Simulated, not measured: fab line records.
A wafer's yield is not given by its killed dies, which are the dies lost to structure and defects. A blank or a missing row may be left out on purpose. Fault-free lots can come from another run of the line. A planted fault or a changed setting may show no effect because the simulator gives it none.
Chamber matching / flow n5Finfet / pecvd-02 running N5_GATE_CUT_PECVD_57: 3 sister chambers
The step deposits SiNx from SiH4/NH3/N2, target thk 21 nm. 3 wafers are shown with their chamber, then 7 later ones without.

== WAFERS, EACH WITH ITS CHAMBER ==
wafer=L084.1; chamber=1; showerheadPlenumPTorr (Torr)=5.09
wafer=L087.2; chamber=2; showerheadPlenumPTorr (Torr)=5.21
wafer=L087.3; chamber=0; showerheadPlenumPTorr (Torr)=5.21

== WAFERS MISSING THEIR CHAMBER ==
wafer=L087.6; showerheadPlenumPTorr (Torr)=5.21
wafer=L088.1; showerheadPlenumPTorr (Torr)=5.09
wafer=L088.3; showerheadPlenumPTorr (Torr)=5.21
wafer=L088.4; showerheadPlenumPTorr (Torr)=5.22
wafer=L093.3; showerheadPlenumPTorr (Torr)=5.22
wafer=L093.4; showerheadPlenumPTorr (Torr)=5.21
wafer=L093.6; showerheadPlenumPTorr (Torr)=5.21

== CHAMBER TAKEN BY EACH ==
wafer=L087.6; from the rows above=can't be placed: 0 or 2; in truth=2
wafer=L088.1; from the rows above=1; in truth=1
wafer=L088.3; from the rows above=can't be placed: 0 or 2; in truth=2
wafer=L088.4; from the rows above=can't be placed: 0 or 2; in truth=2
wafer=L093.3; from the rows above=can't be placed: 0 or 2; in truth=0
wafer=L093.4; from the rows above=can't be placed: 0 or 2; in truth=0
wafer=L093.6; from the rows above=can't be placed: 0 or 2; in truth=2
Placed correctly: 1 of 7. Unplaceable from these rows: 6, with the true chamber sitting among the candidates in 6. Number placed wrongly: 0.
How it was worked out, from the rows above alone: a wafer's distance from a chamber is the root of the sum, over the readings, of the square of ((its reading less the chamber's mean) divided by the reading's scatter). If the next closest chamber is less than 2 further off than the closest, the wafer can't be placed; otherwise it belongs to the closest. The mean given for a chamber averages the wafers shown for that chamber. The scatter (one wafer shown for each chamber): square how far every hidden wafer sits from the nearest shown wafer, average those squares and take the square root.
